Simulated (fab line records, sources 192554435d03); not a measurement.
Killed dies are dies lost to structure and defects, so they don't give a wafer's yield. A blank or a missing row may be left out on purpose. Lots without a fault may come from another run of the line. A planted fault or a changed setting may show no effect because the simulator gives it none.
A struck lot beside a sound one | flow n5_finfet | 16 steps out of a route of 1938
Sound: wafers L820.3, L820.4, L820.5. Struck: wafers L822.2, L822.4. (L822.3 of the same lot was not struck and is left out.) The cause comes at the end.
At each step with rows: each side's tool, then ch and its chambers, then its first start. Under that, the readings that differ: sound wafers | struck wafers | difference of the means | sigmas: that difference in standard deviations of wafers without a fault.
alike: readings whose means differ by less than 2 such deviations, and words and numbers that are the same on both sides. not compared: withheld readings, readings that some wafer has no value for, bounds like >300 that may hide the same value, and numbers for which the record gives no deviation and whose values overlap.
The two part at a step that has a row with sigmas, a row that says differs or no value, or rows on one side only. Numbers that don't overlap but have no deviation are shown without sigmas and don't part them. A reading that every wafer of one side lacks parts them only if that side has two wafers or more.

first, 2 steps without rows for these wafers: N5_BEOL_M2_PEB_09 (peb time 60 s); N5_BEOL_M2_DEVELOP_10 (develop time 30 s).
N5_BEOL_M2_CD_MEAS_11: target cd 16.79 nm.
  sound on cd_sem-01 ch 0, day 8 16:14; struck on cd_sem-02 ch 0, day 9 07:21
  alike: cd_nm
N5_BEOL_M2_OVL_MEAS_12:
  sound on overlay-01 ch 0, day 8 16:17; struck on overlay-02 ch 0, day 9 07:23
  alike: M2_OVL
N5_BEOL_M2_INSPECT_13: inspects for defects (brightfield).
  sound on defect_inspect-02, day 8 16:20; struck on defect_inspect-02, day 9 07:26
  alike: raw_defect_count
N5_BEOL_M2_DESCUM_16: chemistry O2, time 7 s.
  sound on rie_diel-05 ch 0,2,3, day 8 16:22; struck on rie_diel-05 ch 0,3, day 9 07:28
  alike: drypump_motor_current_A, oes_product_au, rf_vpp_V, showerhead_plenum_p_Torr, throttle_valve_pct
  not compared: rf_hours_counter_h
N5_BEOL_M2_ETCH_74: etches underlayer in N2/H2, target depth 6.5 nm, time 5.2 s.
  sound on rie_diel-05 ch 0,2,3, day 8 16:24; struck on rie_diel-05 ch 0,3, day 9 07:31
  alike: drypump_motor_current_A, etch_rf_on_time_s, h2_flow_sccm, n2_flow_sccm, oes_product_au, rf_vpp_V, showerhead_plenum_p_Torr, throttle_valve_pct
  not compared: rf_hours_counter_h
then, 1 step without rows for these wafers: N5_BEOL_M2_ETCH_63 (etches SiARC in CF4, target depth 15.6 nm, time 26 s).
N5_BEOL_M2_ETCH_64: etches SOC in N2/H2, target depth 75 nm, overetch 22.5 nm, time 121.9 s.
  sound on rie_diel-05 ch 0,2,3, day 8 16:26; struck on rie_diel-05 ch 0,3, day 9 07:33
  alike: drypump_motor_current_A, h2_flow_sccm, n2_flow_sccm, oes_product_au, rf_vpp_V, showerhead_plenum_p_Torr, throttle_valve_pct
  not compared: rf_hours_counter_h
then, 2 steps without rows for these wafers: N5_BEOL_M2_STRIP_65 (strips in N2/H2); N5_BEOL_M2_STRIP_75 (strips in N2/H2).
N5_BEOL_M2_STRIP_66: strips in CF4.
  sound on rie_diel-05 ch 0,2,3, day 8 16:35; struck on rie_diel-05 ch 0,3, day 9 07:41
  alike: drypump_motor_current_A, oes_product_au, rf_vpp_V, showerhead_plenum_p_Torr, throttle_valve_pct
  not compared: rf_hours_counter_h
N5_BEOL_M2_HM_OPEN_17: chemistry Cl2/BCl3, target TiN, target depth 20 nm, overetch 6 nm.
  sound on rie_metal-02 ch 0,1, day 8 16:39; struck on rie_metal-01 ch 1, day 9 07:46
  reading                                  | sound             | struck      | difference | sigmas
  throttle_valve_pct (%)                   | 22.40 22.46 22.46 | 22.14 22.16 | -0.29      | -2
  model.SOC_of_BEOL_M2_COAT_61.thk_nm (nm) | 52.2 52.2 52.4    | 49.4 49.4   | -2.9       |
  alike: drypump_motor_current_A, oes_product_au
  not compared: rf_hours_counter_h
N5_BEOL_M2_STRIP_19: strips in O2.
  sound on rie_diel-05 ch 1,2,3, day 8 16:44; struck on rie_diel-02 ch 0,3, day 9 07:56
  reading                         | sound          | struck    | difference | sigmas
  showerhead_plenum_p_Torr (Torr) | 2.08 2.08 2.13 | 2.23 2.16 | +0.10      | +3
  alike: drypump_motor_current_A, oes_product_au, rf_vpp_V, throttle_valve_pct
  not compared: rf_hours_counter_h
-- the record jumps here: 2 days lie between the struck wafers' starts before and after (it left off in module BEOL_M2 and takes up again in module BEOL_M4, whose first step shown is number 1111 of the route) --
N5_BEOL_M4_RC_MEAS_101:
  sound on prober-01 ch 0, day 11 06:15; struck on prober-02 ch 0, day 11 12:54
  alike: DIBL_N, DIBL_P, IOFF_N, IOFF_P, ION_N, ION_P, SS_N, SS_P, VT_N, VT_P
then, 1 step without rows for these wafers: N5_PASSIVATION_PROBE_49.

WHERE THEY PART
First at N5_BEOL_M2_HM_OPEN_17; last, within this record, at N5_BEOL_M2_STRIP_19. Later steps at which nothing parts them and some readings are alike: N5_BEOL_M4_RC_MEAS_101.

WHY: what the simulator had put in
Process parameter drift: rie_metal-01, from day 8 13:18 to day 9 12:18, at N5_BEOL_M2_HM_OPEN_17. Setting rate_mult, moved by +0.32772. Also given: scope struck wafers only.
